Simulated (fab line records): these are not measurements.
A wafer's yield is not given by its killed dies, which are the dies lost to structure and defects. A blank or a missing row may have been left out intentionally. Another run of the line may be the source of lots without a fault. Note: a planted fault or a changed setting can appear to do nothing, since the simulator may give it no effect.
fab line records -- flow nand_harc
record: lots: 5, wafers: 15, last_day: 32
route steps=1302 shown A_BONDPAD@1210 END@1302
lots with no fault: from the same line, run without faults
start_h: hours from the record's first day to the start of the lot's first wafer shown -- wait_h: hours elapsed since this lot's preceding step -- " same as the row above -- L1.1+2: a row that stands for several wafers -- - either no value or no given start -- * or withheld: withheld -- < > ~ a bound
route shown NAME@n: NAME is a module with steps in the file, n the number in the route of the first one -- usual: average and standard deviation across the fault-free wafers -- same: alike in all rows -- chamber/n: place in a boat -- sites: each site's reading -- _std_site: standard deviation across them -- _edge_site: mean of outer sites minus mean of inner sites -- radius_mm: how far each site lies from the wafer's centre -- mask NAME#n: copy n -- behind: the tool/chamber that last shaped the wafer -- hold: cause of the lot's hold/its duration in hours/its outcome -- device: whichever transistor did not switch (one of n, p or np) -- end of line: the route-end tests of the same wafers -- a step with no rows: only its recipe -- killed: not the wafer's yield, but the dies lost to structure and defects at the first sort -- map: per-die view of a wafer (x killed, . not killed, _ where there is no die)
set.NAME: setting as actually run; set.NAME@STEP: the setting as run at that earlier step -- model.NAME: the simulator's own value behind a step, which no gauge read
lots seen at some steps along the route; tables by step, rows by wafer
services: a tool's chamber out of use, with start hour (start_h, from the record's first day; less than 0 if before it), hours out, and reason
== steps ==
step: NHARC_A_BONDPAD_SOFTBAKE_04
recipe: temp_c: 125, time_s: 70
step: NHARC_A_BONDPAD_EBR_05
step: NHARC_A_BONDPAD_EXPOSE_06
recipe: na: 0.55, dose_mj: 36.99, mask_id: A_BPAD
step: NHARC_A_BONDPAD_PEB_07
recipe: peb_temp_c: 128, peb_time_s: 80
step: NHARC_A_BONDPAD_DEVELOP_08
recipe: time_s: 50, dev_temp_c: 22
step: NHARC_A_BONDPAD_CD_MEAS_09
recipe: target_cd_nm: 500, landing_energy_ev: 500
usual: cd_nm: 499.9/1.6
lot.wafer,tool,chamber,start_h,wait_h,cd_nm
L472.1,cd_sem-01,0,549.55,-,499.1
L472.3,cd_sem-01,0,549.55,-,499.3
L472.6,cd_sem-01,0,549.55,-,497.9
L479.2,cd_sem-03,0,603.92,-,500.3
L479.5,cd_sem-03,0,603.92,-,498.0
L479.6,cd_sem-03,0,603.92,-,498.4
L485.1,cd_sem-01,0,676.79,-,499.7
L485.5,cd_sem-01,0,676.79,-,502.8
L485.6,cd_sem-01,0,676.79,-,500.5
L490.1,cd_sem-03,0,725.00,-,501.3
L490.3,cd_sem-03,0,725.00,-,501.6
L490.6,cd_sem-03,0,725.00,-,499.2
L492.1,cd_sem-01,0,736.08,-,500.7
L492.2,cd_sem-01,0,736.08,-,501.5
L492.3,cd_sem-01,0,736.08,-,502.1
step: NHARC_A_BONDPAD_OVL_MEAS_35
usual: overlay_x_nm: 1/4.5, overlay_y_nm: 0/5.1
lot.wafer,tool,chamber,start_h,wait_h,overlay_x_nm,overlay_y_nm
L472.1,overlay-02,-,549.64,-,-3,3
L472.3,overlay-02,-,549.64,-,-4,3
L472.6,overlay-02,-,549.64,-,-3,3
L479.2,overlay-01,-,604.01,-,9,-6
L479.5,overlay-01,-,604.01,-,9,-6
L479.6,overlay-01,-,604.01,-,10,-6
L485.1,overlay-01,-,676.88,-,0,2
L485.5,overlay-01,-,676.88,-,1,2
L485.6,overlay-01,-,676.88,-,0,2
L490.1,overlay-01,-,725.09,-,-3,-6
L490.3,overlay-01,-,725.09,-,-2,-6
L490.6,overlay-01,-,725.09,-,-3,-6
L492.1,overlay-01,-,736.17,-,-2,4
L492.2,overlay-01,-,736.17,-,-2,5
L492.3,overlay-01,-,736.17,-,-1,4
step: NHARC_A_BONDPAD_HARDBAKE_10
recipe: temp_c: 118, time_s: 65
step: NHARC_A_BONDPAD_DESCUM_11
recipe: time_s: 3, o2_flow_sccm: 200, ar_flow_sccm: 0, bias_power_w: 0, chemistry: O2
usual: drypump_motor_current_A: 5.7/0.36, oes_product_au: 1.000/0.012, rf_vpp_V: 57.6/0.82, showerhead_plenum_p_Torr: 1.90/0.068, throttle_valve_pct: 11.312/0.0087
lot.wafer,tool,chamber,start_h,wait_h,drypump_motor_current_A,oes_product_au,rf_hours_counter_h,rf_vpp_V,showerhead_plenum_p_Torr,throttle_valve_pct
L472.1,rie_diel-04,0,549.77,-,5.6,1.003,2,56.3,1.80,11.310
L472.3,rie_diel-04,2,549.77,-,6.3,0.986,2,58.1,1.97,11.287
L472.6,rie_diel-04,3,549.77,-,5.5,1.015,-,57.4,1.95,11.302
L479.2,rie_diel-04,2,604.15,-,6.3,0.979,7,59.6,1.96,11.317
L479.6,rie_diel-04,1,604.15,-,5.6,0.996,-,56.0,1.86,11.321
L479.5,rie_diel-04,2,604.15,-,6.3,0.981,-,57.9,1.96,11.303
L485.1,rie_diel-04,0,677.01,-,5.6,1.009,22,57.0,1.79,11.314
L485.5,rie_diel-04,3,677.01,-,5.5,1.008,-,57.4,1.94,11.296
L485.6,rie_diel-04,0,677.01,-,5.6,1.014,-,55.8,1.79,11.310
L490.3,rie_diel-04,1,725.21,-,5.6,0.984,0,57.9,1.85,11.311
L490.1,rie_diel-04,3,725.21,-,5.5,0.999,0,58.1,1.94,11.294
L490.6,rie_diel-04,2,725.21,-,6.3,0.986,-,58.2,1.96,11.307
L492.2,rie_diel-08,2,736.29,-,5.1,0.999,0,58.4,1.80,11.319
L492.1,rie_diel-08,3,736.29,-,6.2,0.982,0,57.9,1.93,11.315
L492.3,rie_diel-08,1,736.29,-,5.6,0.982,0,57.5,1.91,11.312
step: NHARC_A_BONDPAD_ETCH_34
recipe: target_depth_a: 600, overetch_a: 180, time_s: 65.91, ion_energy_ev: 200, n2_flow_sccm: 150, h2_flow_sccm: 150, ar_flow_sccm: 0, rf_w: 400, bias_w: 150, chemistry: N2/H2
usual: drypump_motor_current_A: 5.7/0.35, oes_product_au: 0.998/0.01, rf_vpp_V: 430.3/2.3, showerhead_plenum_p_Torr: 2.03/0.075, throttle_valve_pct: 14.171/0.0086
lot.wafer,tool,chamber,start_h,wait_h,drypump_motor_current_A,oes_product_au,rf_hours_counter_h,rf_vpp_V,showerhead_plenum_p_Torr,throttle_valve_pct
L472.1,rie_diel-04,0,549.84,0.1,5.6,1.002,2,427.2,1.91,14.177
L472.3,rie_diel-04,2,549.84,0.1,6.2,0.992,2,431.9,2.10,14.182
L472.6,rie_diel-04,0,549.84,0.1,5.6,1.008,-,425.9,1.91,14.174
L479.2,rie_diel-04,2,604.23,0.1,6.3,0.985,7,432.0,2.10,14.167
L479.5,rie_diel-04,1,604.23,0.1,5.6,0.991,-,429.0,1.98,14.150
L479.6,rie_diel-04,2,604.23,0.1,6.3,0.980,-,431.0,2.10,14.177
L485.1,rie_diel-04,2,677.10,0.1,6.3,0.980,22,431.9,2.09,14.173
L485.5,rie_diel-04,0,677.10,0.1,5.6,1.027,-,427.2,1.91,14.180
L485.6,rie_diel-04,1,677.10,0.1,5.6,0.996,-,429.6,1.98,14.168
L490.3,rie_diel-04,0,725.47,0.3,5.6,1.009,0,426.2,1.90,14.162
L490.1,rie_diel-04,1,725.47,0.3,5.6,0.984,0,427.5,1.97,14.162
L490.6,rie_diel-04,0,725.47,0.3,5.6,1.016,-,426.8,1.90,14.183
L492.1,rie_diel-08,0,736.39,0.1,5.7,1.002,0,430.6,2.11,14.165
L492.3,rie_diel-08,1,736.39,0.1,5.7,0.981,0,430.0,2.04,14.166
L492.2,rie_diel-08,2,736.39,0.1,5.1,1.009,0,426.4,1.92,14.180
step: NHARC_A_BONDPAD_ETCH_12
recipe: target_depth_a: 2200, time_s: 110, chf3_flow_sccm: 50, o2_flow_sccm: 10, ar_flow_sccm: 200, rf_w: 500, bias_w: 200, chemistry: CHF3/O2
step: NHARC_A_BONDPAD_CD_MEAS_13
usual: cd_nm: 499.4/1.7
lot.wafer,tool,chamber,start_h,wait_h,cd_nm
L472.1,cd_sem-01,-,550.08,-,499.6
L472.3,cd_sem-01,-,550.08,-,499.6
L472.6,cd_sem-01,-,550.08,-,498.6
L479.2,cd_sem-03,-,604.46,-,499.5
L479.5,cd_sem-03,-,604.46,-,495.9
L479.6,cd_sem-03,-,604.46,-,498.6
L485.1,cd_sem-02,-,677.32,-,499.2
L485.5,cd_sem-02,-,677.32,-,503.2
L485.6,cd_sem-02,-,677.32,-,500.0
L490.1,cd_sem-03,-,725.70,-,500.1
L490.3,cd_sem-03,-,725.70,-,502.6
L490.6,cd_sem-03,-,725.70,-,498.7
L492.1,cd_sem-01,-,736.61,-,501.1
L492.2,cd_sem-01,-,736.61,-,500.6
L492.3,cd_sem-01,-,736.61,-,501.1
step: NHARC_A_BONDPAD_STRIP_15
recipe: o2_flow_sccm: 500, ar_flow_sccm: 0, bias_w: 0, chemistry: O2
usual: drypump_motor_current_A: 5.7/0.36, oes_product_au: 0.999/0.011, rf_vpp_V: 57.7/0.89, showerhead_plenum_p_Torr: 3.50/0.12, throttle_valve_pct: 17.035/0.0092
lot.wafer,tool,chamber,start_h,wait_h,drypump_motor_current_A,oes_product_au,rf_hours_counter_h,rf_vpp_V,showerhead_plenum_p_Torr,throttle_valve_pct
L472.3,rie_diel-03,3,550.15,0.1,6.3,0.999,31,59.6,3.50,17.032
L472.1,rie_diel-03,1,550.15,0.1,5.6,0.994,22,58.4,3.62,17.055
L472.6,rie_diel-03,3,550.15,0.1,6.3,1.001,-,57.0,3.50,17.027
L479.2,rie_diel-08,3,604.58,0.1,6.2,1.000,2,58.7,3.55,17.020
L479.6,rie_diel-08,0,604.58,0.1,5.7,0.992,-,57.6,3.64,17.036
L479.5,rie_diel-08,1,604.58,0.1,5.7,1.001,-,58.4,3.52,17.036
L485.1,rie_diel-04,1,677.41,0.1,5.6,1.003,21,58.5,3.43,17.030
L485.6,rie_diel-04,0,677.41,0.1,5.6,1.016,-,58.0,3.32,17.031
L485.5,rie_diel-04,1,677.41,0.1,5.6,1.015,-,58.9,3.43,17.023
L490.1,rie_diel-03,1,725.97,0.3,5.6,1.001,26,56.2,3.58,17.054
L490.3,rie_diel-03,2,725.97,0.3,6.6,1.002,24,58.3,3.79,17.031
L490.6,rie_diel-03,1,725.97,0.3,5.6,1.002,-,57.3,3.58,17.026
L492.3,rie_diel-08,1,736.72,0.1,5.6,0.985,0,56.7,3.52,17.041
L492.1,rie_diel-08,2,736.72,0.1,5.1,1.006,0,57.3,3.33,17.031
L492.2,rie_diel-08,3,736.72,0.1,6.2,0.993,0,57.0,3.55,17.027
step: NHARC_A_BONDPAD_ETCH_24
recipe: target_depth_a: 300, over_etch_frac: 0.3, time_s: 72.99, ion_energy_ev: 150, cf4_flow_sccm: 50, n2_flow_sccm: 100, ar_flow_sccm: 150, rf_w: 300, bias_w: 100, chemistry: CF4/N2
usual: drypump_motor_current_A: 5.8/0.38, oes_product_au: 0.997/0.011, rf_vpp_V: 313.9/1.7, showerhead_plenum_p_Torr: 2.61/0.086, throttle_valve_pct: 19.794/0.009
same: over_etch_frac: 0.3
lot.wafer,tool,chamber,start_h,wait_h,drypump_motor_current_A,oes_product_au,rf_hours_counter_h,rf_vpp_V,showerhead_plenum_p_Torr,throttle_valve_pct
L472.3,rie_diel-03,0,-,-,5.7,0.995,29,316.5,2.64,19.797
L472.1,rie_diel-03,1,-,-,5.6,1.000,22,316.1,2.69,19.806
L472.6,rie_diel-03,3,-,-,6.3,0.982,-,313.1,2.61,19.797
L479.2,rie_diel-08,1,-,-,5.6,1.010,2,314.4,2.62,19.795
L479.6,rie_diel-08,2,-,-,5.1,1.005,-,311.9,2.48,19.802
L479.5,rie_diel-08,3,-,-,6.2,0.994,-,313.4,2.64,19.802
L485.1,rie_diel-04,3,-,-,5.5,1.001,23,315.3,2.66,19.801
L485.6,rie_diel-04,0,-,-,5.6,1.000,-,311.7,2.47,19.784
L485.5,rie_diel-04,1,-,-,5.6,1.001,-,312.2,2.55,19.794
L490.3,rie_diel-03,3,-,-,6.3,0.987,26,313.2,2.58,19.794
L490.1,rie_diel-03,1,-,-,5.6,1.002,26,312.4,2.67,19.804
L490.6,rie_diel-03,3,-,-,6.3,0.998,-,314.9,2.58,19.791
L492.3,rie_diel-08,0,-,-,5.7,1.009,0,316.6,2.71,19.805
L492.1,rie_diel-08,2,-,-,5.1,1.007,0,311.4,2.48,19.792
L492.2,rie_diel-08,3,-,-,6.2,0.979,0,314.9,2.64,19.803
step: NHARC_A_BONDPAD_STRIP_16
recipe: time_s: 600, temp_c: 30, chemistry: post_etch_residue_remover
step: NHARC_A_BONDPAD_DEGAS_25
recipe: temp_c: 300, time_s: 60
step: NHARC_A_BONDPAD_PRE_CLEAN_26
recipe: time_s: 30, temp_c: 280, gas: H2/He
usual: heater_power_w: 407/22
lot.wafer,tool,chamber,start_h,wait_h,heater_power_w
L472.1,pvd_sputter-02,-,-,-,381
L472.3,pvd_sputter-02,-,-,-,410
L472.6,pvd_sputter-02,-,-,-,397
L479.2,pvd_sputter-01,-,-,-,422
L479.5,pvd_sputter-01,-,-,-,404
L479.6,pvd_sputter-01,-,-,-,390
L485.1,pvd_sputter-03,-,-,-,381
L485.6,pvd_sputter-03,-,-,-,401
L485.5,pvd_sputter-03,-,-,-,458
L490.1,pvd_sputter-03,-,-,-,394
L490.3,pvd_sputter-03,-,-,-,410
L490.6,pvd_sputter-03,-,-,-,391
L492.3,pvd_sputter-01,-,-,-,391
L492.2,pvd_sputter-01,-,-,-,432
L492.1,pvd_sputter-01,-,-,-,399
step: NHARC_A_BONDPAD_PVD_17
recipe: target_thk_a: 50, bias_v: 168.6, power_w: 15000, chamber_pressure_pa: 0.12, time_s: 8.06, substrate_temp_c: 50, material: TaN
step: NHARC_A_BONDPAD_PVD_27
recipe: target_thk_a: 300, chamber_pressure_pa: 5, power_w: 5000, substrate_temp_c: 30, time_s: 20.49, material: Cu
step: NHARC_A_BONDPAD_ECD_18
recipe: target_thk_a: 4000, bath_temp_c: 25, material: Cu
step: NHARC_A_BONDPAD_ANNEAL_28
recipe: temp_c: 225, time_s: 90
usual: wafer_temp_C_max: 226.3/0.36
lot.wafer,tool,chamber,start_h,wait_h,wafer_temp_C_max
L472.1,rtp_anneal-01,0,551.44,0.3,226.0
L472.3,rtp_anneal-01,0,551.44,0.3,226.1
L472.6,rtp_anneal-01,0,551.44,0.3,226.0
L479.2,rtp_anneal-02,0,605.87,0.3,226.2
L479.5,rtp_anneal-02,0,605.87,0.3,226.6
L479.6,rtp_anneal-02,0,605.87,0.3,226.3
L485.1,rtp_anneal-02,0,678.69,0.3,226.4
L485.5,rtp_anneal-02,0,678.69,0.3,226.1
L485.6,rtp_anneal-02,0,678.69,0.3,226.3
L490.1,rtp_anneal-01,0,727.24,0.3,226.6
L490.3,rtp_anneal-01,0,727.24,0.3,226.0
L490.6,rtp_anneal-01,0,727.24,0.3,226.1
L492.1,rtp_anneal-02,0,738.02,-,227.5
L492.2,rtp_anneal-02,0,738.02,-,227.3
L492.3,rtp_anneal-02,0,738.02,-,227.1
step: NHARC_A_BONDPAD_CMP_19
recipe: t_overpolish_s: 30, cu_recess_touch_s: 16, target_thk_nm: 169.82
step: NHARC_A_BONDPAD_THK_MEAS_20
recipe: thk_meas_gauge: xrf
usual: thk_nm: 170.1/1.5
lot.wafer,tool,chamber,start_h,wait_h,thk_nm
L472.1,film_metro-02,-,552.11,-,171.0
L472.3,film_metro-02,-,552.11,-,169.6
L472.6,film_metro-02,-,552.11,-,170.7
L479.2,film_metro-01,-,606.49,-,168.5
L479.5,film_metro-01,-,606.49,-,168.6
L479.6,film_metro-01,-,606.49,-,170.0
L485.1,film_metro-01,-,679.37,-,171.2
L485.5,film_metro-01,-,679.37,-,172.5
L485.6,film_metro-01,-,679.37,-,169.6
L490.1,film_metro-01,-,727.90,-,171.5
L490.3,film_metro-01,-,727.90,-,169.8
L490.6,film_metro-01,-,727.90,-,171.3
L492.1,film_metro-01,-,738.69,-,169.7
L492.2,film_metro-01,-,738.69,-,170.8
L492.3,film_metro-01,-,738.69,-,171.8
step: NHARC_A_BONDPAD_SRD_21
recipe: time_s: 30, temp_c: 23, dry_time_s: 20, spin_rpm: 1500
step: NHARC_END_SORT_01
recipe: temp_c: 25
usual: defect_limited_yield: 91.8/2.5, killed_at_array: 51/17, killed_at_other: 1.0/1.2, killed_at_periphery: 3.4/2.5, killed_dies: 56/17, killed_open: 3.3/2.1, killed_short: 2.6/1.6, sort_bin_2_pct: 2.8/1.1, sort_bin_3_pct: 0.6/0.34, sort_bin_4_pct: 4.9/1.5, sort_n_pass: 621/17, sort_rim_yield_pct: 93/4, sort_yield_pct: 91.8/2.5
same: gross_dies: 677, sort_bin_5_pct[%]: 0, sort_bin_6_pct[%]: 0, sort_bin_7_pct[%]: 0, sort_bin_8_pct[%]: 0, sort_rim_n_gross: 106.00
lot.wafer,tool,chamber,start_h,wait_h,defect_limited_yield[%],killed_at_array,killed_at_other,killed_at_periphery,killed_dies,killed_open,killed_short,sort_bin_2_pct[%],sort_bin_3_pct[%],sort_bin_4_pct[%],sort_n_pass,sort_rim_yield_pct[%],sort_yield_pct[%]
L472.1,prober-01,0,581.13,2.5,92.9,48,0,0,48,6,1,3.5,0.4,3.1,629,91,92.9
L472.3,prober-01,0,582.75,3.1,89.2,70,1,2,73,2,2,3.5,0.4,6.8,604,99,89.2
L472.6,prober-01,0,585.17,4.0,88.3,77,2,0,79,3,2,4.6,1.0,6.1,598,94,88.3
L479.2,prober-01,0,652.25,2.8,76.1,158,0,4,162,2,2,9.0,5.3,9.6,515,78,76.1
L479.5,prober-01,0,654.67,3.7,91.1,58,0,2,60,3,4,3.5,0.7,4.6,617,90,91.1
L479.6,prober-01,0,655.48,4.0,84.9,95,1,6,102,7,0,6.4,0.9,7.8,575,92,84.9
L485.1,prober-02,0,709.97,2.5,87.1,83,0,4,87,6,4,4.7,0.6,7.5,590,97,87.1
L485.5,prober-02,0,713.15,3.7,93.1,45,0,2,47,3,5,2.7,0.7,3.5,630,93,93.1
L485.6,prober-02,0,713.94,4.0,90.5,61,0,3,64,1,2,3.4,0.4,5.6,613,92,90.5
L490.1,prober-01,0,761.42,2.5,94.1,37,0,3,40,3,2,2.5,0.3,3.1,637,92,94.1
L490.3,prober-01,0,763.02,3.1,92.6,46,0,4,50,2,1,2.4,0.4,4.6,627,99,92.6
L490.6,prober-01,0,765.42,4.0,95.0,30,3,1,34,3,1,2.2,0.7,2.1,643,89,95.0
killed by level:class
L472.1 A_SLIT:chamber_film_flake=22 A_CHANNEL_HOLE_D1:chamber_film_flake=10 A_CHANNEL_HOLE_D2:chamber_film_flake=6 A_ONON_D1:geometric_particle:open=1 A_CHANNEL_FILL_D1:geometric_particle:open=1 A_DECK1_JOINT:geometric_particle:short=1 A_ONON_D2:geometric_particle:open=1 A_SGD_CUT:geometric_particle:open=1
L472.3 A_CHANNEL_HOLE_D1:chamber_film_flake=34 A_SLIT:chamber_film_flake=15 A_CHANNEL_HOLE_D2:chamber_film_flake=8 A_CONTACT:chamber_film_flake=5 A_WL_FILL:chamber_film_flake=3 A_SGD_CUT:chamber_film_flake=2 P_CONTACT:geometric_particle:short=1 P_M1:geometric_particle:open=1
L472.6 A_CHANNEL_HOLE_D1:chamber_film_flake=27 A_SLIT:chamber_film_flake=27 A_CHANNEL_HOLE_D2:chamber_film_flake=6 A_SGD_CUT:chamber_film_flake=6 A_CONTACT:chamber_film_flake=3 A_ONON_D1:geometric_particle:open=2 A_WL_FILL:chamber_film_flake=2 A_CHANNEL_FILL_D1:geometric_particle:short=1
L479.2 A_BONDPAD:unspecified=80 A_CHANNEL_HOLE_D1:chamber_film_flake=33 A_SLIT:chamber_film_flake=27 A_CHANNEL_HOLE_D2:chamber_film_flake=10 P_STI:chamber_film_flake=2 A_STAIRCASE:chamber_film_flake=2 A_WL_FILL:chamber_film_flake=2 P_M0:geometric_particle:open=1
L479.5 A_SLIT:chamber_film_flake=26 A_CHANNEL_HOLE_D1:chamber_film_flake=11 A_CHANNEL_HOLE_D2:chamber_film_flake=5 A_DECK1_JOINT:chamber_film_flake=3 A_WL_FILL:chamber_film_flake=3 A_CHANNEL_FILL_D2:chamber_film_flake=2 A_CONTACT:chamber_film_flake=2 P_ZERO_WELL:geometric_particle:short=1
L479.6 A_CHANNEL_HOLE_D1:chamber_film_flake=30 A_SLIT:chamber_film_flake=30 A_CHANNEL_HOLE_D2:chamber_film_flake=21 A_WL_FILL:chamber_film_flake=3 A_CONTACT:chamber_film_flake=3 P_CONTACT:geometric_particle:open=2 P_STI:chamber_film_flake=2 A_DECK1_JOINT:chamber_film_flake=2
L485.1 A_CHANNEL_HOLE_D1:chamber_film_flake=39 A_CHANNEL_HOLE_D2:chamber_film_flake=22 A_CONTACT:chamber_film_flake=6 A_BLC:geometric_particle:open=3 P_GATE:chamber_film_flake=3 A_BLC:geometric_particle:short=2 A_BLC:chamber_film_flake=2 A_SLIT:chamber_film_flake=2
L485.5 A_CHANNEL_HOLE_D2:chamber_film_flake=19 A_CHANNEL_HOLE_D1:chamber_film_flake=11 A_STAIRCASE:chamber_film_flake=3 A_CONTACT:chamber_film_flake=2 P_M0:geometric_particle:open=1 A_ONON_D1:geometric_particle:short=1 A_ONON_D2:geometric_particle:short=1 A_CHANNEL_FILL_D2:geometric_particle:short=1
L485.6 A_CHANNEL_HOLE_D1:chamber_film_flake=28 A_CHANNEL_HOLE_D2:chamber_film_flake=20 A_CONTACT:chamber_film_flake=6 P_GATE:chamber_film_flake=3 A_WL_FILL:geometric_particle:short=2 A_CHANNEL_FILL_D2:geometric_particle:open=1 A_ZERO_WELL:chamber_film_flake=1 A_STAIRCASE:chamber_film_flake=1
L490.1 A_SLIT:chamber_film_flake=12 A_CHANNEL_HOLE_D1:chamber_film_flake=9 A_CONTACT:chamber_film_flake=8 A_STAIRCASE:chamber_film_flake=3 P_M0:geometric_particle:short=1 A_SOURCE_PLATE:geometric_particle:open=1 A_CHANNEL_FILL_D1:geometric_particle:open=1 A_ONON_D2:geometric_particle:short=1
L490.3 A_CHANNEL_HOLE_D1:chamber_film_flake=31 A_CONTACT:chamber_film_flake=5 A_STAIRCASE:chamber_film_flake=4 A_SLIT:chamber_film_flake=3 P_ZERO_WELL:chamber_film_flake=2 P_GATE:geometric_particle:short=1 A_SOURCE_PLATE:geometric_particle:open=1 A_CONTACT:geometric_particle:open=1
L490.6 A_CHANNEL_HOLE_D1:chamber_film_flake=12 A_SLIT:chamber_film_flake=6 A_CONTACT:chamber_film_flake=6 A_STAIRCASE:chamber_film_flake=3 A_CHANNEL_FILL_D2:geometric_particle:open=1 A_CONTACT:geometric_particle:open=1 STARTING-WAFER:geometric_particle:short=1 STARTING-WAFER:geometric_particle:open=1
map L479.2 (x killed, . not)
____________.____________
_________......._________
_______..........._______
______.............______
_____..............._____
____....x............____
____....x............____
___x.xx...............___
___...........x.......___
__.....................__
__..............x......__
_......................._
_.....................x._
_.................xx.x.._
_..............x....xx.x_
_...............xxxxxxx._
.................xxxxxx..
..............x..xxxx....
......x.........x.x..xxx.
...............xxxxxxxxx.
..............xxxxx.xxxx.
_...............xxxx..xx_
_................xx...x._
_...............xxxx...x_
_...........x.xxx..x..xx_
_...........x........xxx_
__........xx..........x__
__.......xxxxxx.x......__
___.....xxxxxx..x.....___
___.....x.xxxxxxx.....___
____..xx.xxxxxxx.....____
____....xxxxxxxx.x...____
_____..xxxxxxxxx...x_____
______.xxxxxxxxx.x.______
_______.xxxxxxxxx._______
_________xxxxxxx_________
____________x____________
map L492.3 (x killed, . not)
____________.____________
_________......._________
_______..........._______
______.............______
_____..............._____
____.................____
____.................____
___...................___
___..........x...x....___
__..................x..__
__........x............__
_..................x.xx._
_.........x.........xxxx_
_..x...............xxxx._
_.................xx.xxx_
_...............x.x.xxxx_
..................x.xxx..
...........x.......xx.xxx
.................x..x.xx.
...........x...xx..xxxxx.
................x.x......
_...........x...xx......_
_.............x..x......_
_.............x........._
_.........x......x......_
_......................._
__.............x.x.....__
__.............x.x.....__
___......x............___
___...................___
____...........xx....____
____................x____
_____...........x..._____
______.............______
_______..........._______
_________......._________
____________.____________
== services ==
tool,chamber,start_h,hours,kind
pvd_sputter-03,-,526.03,10.0,pm
rie_diel-04,-,531.90,9.0,pm
rie_diel-04,0,531.90,9.0,vent_cycle
rie_diel-04,1,531.90,9.0,vent_cycle
rie_diel-04,2,531.90,9.0,vent_cycle
rie_diel-04,3,531.90,9.0,vent_cycle
rie_diel-04,0,540.90,-,clean
rie_diel-04,1,540.90,-,clean
rie_diel-04,2,540.90,-,clean
rie_diel-08,-,544.80,9.0,pm
pvd_sputter-02,-,578.47,1.1,repair
rie_diel-08,-,580.02,0.4,repair
pvd_sputter-01,-,590.89,3.0,repair
rie_diel-03,-,635.98,9.0,pm
pvd_sputter-02,-,638.00,10.0,pm
rie_diel-03,2,686.75,4.4,repair
rie_diel-03,1,698.73,5.7,repair
pvd_sputter-03,-,704.03,10.0,pm
rie_diel-04,-,708.93,9.0,pm
pvd_sputter-01,-,709.53,8.4,repair
pvd_sputter-02,-,717.65,22.4,repair
rie_diel-08,-,721.80,9.0,pm
rie_diel-04,1,728.03,7.0,repair
rie_diel-03,3,729.27,9.7,repair
== key ==
first_sign: step: NHARC_END_SORT_01, reading: killed_at_array, direction: up, sigmas: 6.3, usual: 51, struck: 158
effect: step: NHARC_END_SORT_01, reading: killed_dies, direction: up, sigmas: 6.2, usual: 56, struck: 162
more_kills_born_at: NHARC_A_BONDPAD_STRIP_15@rie_diel-08: 78
met_at NHARC_A_BONDPAD_STRIP_15
struck_wafers L479.2
fault: kind: chamber_particle_source, tool: rie_diel-08, chamber: 3, onset_h: 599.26, steps: NHARC_A_BONDPAD_STRIP_15, rate_per_visit_cm2: 1.1754, end_h: 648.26
